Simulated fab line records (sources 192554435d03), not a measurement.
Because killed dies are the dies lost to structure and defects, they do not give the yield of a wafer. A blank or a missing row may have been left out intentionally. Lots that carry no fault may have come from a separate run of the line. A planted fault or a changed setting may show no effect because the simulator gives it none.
Chamber matching || flow n5 finfet || 4 sister chambers for N5_BEOL_M3_ETCH_69 on rie diel-03
The step etches SiARC in CF4, target depth 15.6 nm, time 26 s. 4 wafers are shown with their chamber, then 11 later ones without.

== WAFERS PAIRED WITH THEIR CHAMBERS ==
{"wafer": "L085.1", "chamber": 1, "drypump motor current A (A)": 5.2}
{"wafer": "L089.1", "chamber": 0, "drypump motor current A (A)": 6.0}
{"wafer": "L089.2", "chamber": 2, "drypump motor current A (A)": 5.9}
{"wafer": "L094.1", "chamber": 3, "drypump motor current A (A)": 6.2}

== WAFERS WHOSE CHAMBER IS MISSING ==
{"wafer": "L094.5", "drypump motor current A (A)": 6.0}
{"wafer": "L094.6", "drypump motor current A (A)": 6.2}
{"wafer": "L096.3", "drypump motor current A (A)": 5.9}
{"wafer": "L096.4", "drypump motor current A (A)": 5.2}
{"wafer": "L096.6", "drypump motor current A (A)": 6.0}
{"wafer": "L082.1", "drypump motor current A (A)": 6.0}
{"wafer": "L082.3", "drypump motor current A (A)": 6.2}
{"wafer": "L082.6", "drypump motor current A (A)": 6.0}
{"wafer": "L097.3", "drypump motor current A (A)": 6.0}
{"wafer": "L097.4", "drypump motor current A (A)": 6.1}
{"wafer": "L097.5", "drypump motor current A (A)": 5.2}

== THE CHAMBER EACH PASSED THROUGH ==
{"wafer": "L094.5", "from the rows above": 0, "in truth": 0}
{"wafer": "L094.6", "from the rows above": 3, "in truth": 3}
{"wafer": "L096.3", "from the rows above": 2, "in truth": 2}
{"wafer": "L096.4", "from the rows above": 1, "in truth": 1}
{"wafer": "L096.6", "from the rows above": 0, "in truth": 0}
{"wafer": "L082.1", "from the rows above": 0, "in truth": 0}
{"wafer": "L082.3", "from the rows above": 3, "in truth": 3}
{"wafer": "L082.6", "from the rows above": 0, "in truth": 0}
{"wafer": "L097.3", "from the rows above": 0, "in truth": 0}
{"wafer": "L097.4", "from the rows above": "can't be placed: 0 or 3", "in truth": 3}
{"wafer": "L097.5", "from the rows above": 1, "in truth": 1}
Correctly placed: 10 of 11. Can't be placed from these rows: 1 (the true chamber is among the candidates in 1). Placed wrongly: 0.
How it was worked out, from the rows above alone: a wafer's distance from a chamber is the root of the sum, over the readings, of the square of ((its reading less the chamber's mean) divided by the reading's scatter). If the next closest chamber is less than 2 further off than the closest, the wafer can't be placed; otherwise it belongs to the closest. Each chamber's mean is taken over the wafers shown for it. The scatter: with one shown wafer a chamber, the root of the mean of the squares of how far each hidden wafer lies from its nearest shown one.
